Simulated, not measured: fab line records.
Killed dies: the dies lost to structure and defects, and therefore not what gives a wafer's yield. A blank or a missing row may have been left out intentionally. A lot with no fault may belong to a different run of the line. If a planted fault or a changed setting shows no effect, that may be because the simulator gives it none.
A struck lot beside a sound one | flow nand_harc | 14 steps out of a route of 1302
Sound: wafers L809.1, L809.3, L809.6. Wafers struck: L817.3, L817.5, L817.6. The cause is named last.
Per side, at each step with rows, come the tool, then ch with its chambers, and then its first start. Under that, the readings that differ: sound wafers | struck wafers | difference of the means | sigmas: that difference in standard deviations of wafers without a fault.
alike: readings with means less than 2 such deviations apart, plus words and numbers identical on both sides. not compared: withheld readings, readings lacking a value on some wafer, bounds such as >300 that could conceal the same value, and numbers that have no deviation in the record and whose values overlap.
Wherever a step has rows on one side only, a row that says differs or no value, or a row with sigmas, the two part there. Numbers that have no deviation but don't overlap get no sigmas and don't part them. Lack of a reading on every wafer of one side parts them only where that side has two or more wafers.

first, 4 steps without rows for these wafers: NHARC_A_STAIRCASE_EXPOSE_06 (exposes mask STAIR); NHARC_A_STAIRCASE_PEB_07 (peb time 130 s); NHARC_A_STAIRCASE_DEVELOP_08 (time 140 s); NHARC_A_STAIRCASE_HARDBAKE_10 (time 140 s).
NHARC_A_STAIRCASE_DESCUM_11: chemistry O2, time 3 s.
  sound on rie_diel-02 ch 1,2,3, day 19 12:20; struck on rie_diel-04 ch 0,1,3, day 22 04:25
  alike: drypump_motor_current_A, oes_product_au, rf_vpp_V, showerhead_plenum_p_Torr, throttle_valve_pct
  not compared: rf_hours_counter_h
NHARC_A_STAIRCASE_TRIM_12: chemistry O2, time 211.2 s.
  sound on rie_diel-02 ch 1,3, day 19 12:27; struck on rie_diel-04 ch 0,3, day 22 04:30
  alike: chamber_pressure_mTorr, drypump_motor_current_A, oes_product_au, rf_vpp_V, showerhead_plenum_p_Torr, throttle_valve_pct
  not compared: rf_hours_counter_h
NHARC_A_STAIRCASE_ETCH_13: etches the open film in C4F8/O2, target depth 100 nm, time 40.5 s.
  sound: rie_diel-02 ch 1,2,3; struck: rie_diel-04 ch 1,3
  alike: oes_product_au, rf_vpp_V
  not compared: rf_hours_counter_h
then, 3 steps without rows for these wafers: NHARC_A_STAIRCASE_TRIM_14 (chemistry O2, time 211.2 s); NHARC_A_STAIRCASE_ETCH_15 (etches the open film in C4F8/O2, target depth 100 nm, time 40.5 s); NHARC_A_STAIRCASE_TRIM_16 (chemistry O2, time 211.2 s).
NHARC_A_STAIRCASE_ETCH_17: etches the open film in C4F8/O2, target depth 100 nm, time 40.5 s.
  sound: rie_diel-02 ch 1,2,3; struck: rie_diel-04 ch 0,1
  alike: oes_product_au, rf_vpp_V
  not compared: rf_hours_counter_h
NHARC_A_STAIRCASE_TRIM_18: chemistry O2, time 211.2 s.
  sound on rie_diel-02 ch 1,2,3, day 19 13:29; struck on rie_diel-04 ch 0,1, day 22 05:32
  no value came back on the struck wafers for any of 7 readings (bias_w (W), chamber_pressure_mTorr (mTorr) and others); on the sound wafers bias_w (W) reads 0 0 0
  not compared: rf_hours_counter_h
NHARC_A_STAIRCASE_ETCH_19: etches the open film in C4F8/O2, target depth 100 nm, time 40.5 s.
  sound: rie_diel-02 ch 1,3; struck: rie_diel-04 ch 0,1,3
  alike: oes_product_au, rf_vpp_V
  not compared: rf_hours_counter_h
-- break in the record here, with 9 days between the starts of the struck wafers on either side (left off in module A_STAIRCASE, picked up again in module END, where the first step shown is number 1302 on the route) --
NHARC_END_SORT_01:
  sound on prober-01 ch 0, day 28 01:07; struck on prober-01 ch 0, day 31 08:11
  reading             | sound    | struck      | difference | sigmas
  killed_at_array     | 38 63 55 | 677 675 674 | +623       | +31
  killed_at_other     | 2 3 3    | 0 0 1       | -2         | -2
  killed_at_periphery | 10 10 6  | 0 2 2       | -7         | -3
  killed_dies         | 50 76 64 | 677 677 677 | +614       | +32
  alike: killed_open, killed_short

## WHERE THEY PART
At NHARC_A_STAIRCASE_TRIM_18 first; at NHARC_END_SORT_01 last (within this record only).

WHY: what the simulator had put in
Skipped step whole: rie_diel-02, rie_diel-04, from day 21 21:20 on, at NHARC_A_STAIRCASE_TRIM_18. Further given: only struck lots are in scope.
